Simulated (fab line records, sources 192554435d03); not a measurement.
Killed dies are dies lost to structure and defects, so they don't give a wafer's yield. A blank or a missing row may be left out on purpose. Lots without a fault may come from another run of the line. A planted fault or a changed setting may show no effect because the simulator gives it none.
Chamber matching | flow n5_finfet | N5_BEOL_M0_SAQP_ETCH_49 on rie_diel-03: 4 sister chambers
The step etches SiO2 in CF4/O2, target depth 37 nm. 4 wafers are shown with their chamber, then 9 later ones without.

WAFERS WITH THEIR CHAMBER
wafer  | chamber | drypump_motor_current_A (A)
L079.5 | 1       | 4.9
L083.1 | 2       | 6.0
L083.4 | 0       | 5.8
L083.5 | 3       | 5.9

WAFERS WITHOUT THEIR CHAMBER
wafer  | drypump_motor_current_A (A)
L087.1 | 5.9
L087.2 | 5.7
L087.5 | 6.0
L088.1 | 5.8
L088.5 | 6.0
L088.6 | 5.9
L090.1 | 5.8
L090.4 | 4.9
L090.5 | 5.8

WHICH CHAMBER EACH WENT THROUGH
wafer  | from the rows above | in truth
L087.1 | 3                   | 3
L087.2 | 0                   | 0
L087.5 | 2                   | 2
L088.1 | 0                   | 0
L088.5 | 2                   | 2
L088.6 | 3                   | 3
L090.1 | 0                   | 0
L090.4 | 1                   | 1
L090.5 | 0                   | 0
Placed correctly: 9 of 9. Can't be placed from these rows: 0. Placed wrongly: 0.
How it was worked out, from the rows above alone: a wafer's distance from a chamber is the root of the sum, over the readings, of the square of ((its reading less the chamber's mean) divided by the reading's scatter). The wafer belongs to the nearest chamber; if the next one is less than 2 further off, it can't be placed. A chamber's mean is the mean of its shown wafers. The scatter: with one shown wafer a chamber, the root of the mean of the squares of how far each hidden wafer lies from its nearest shown one.
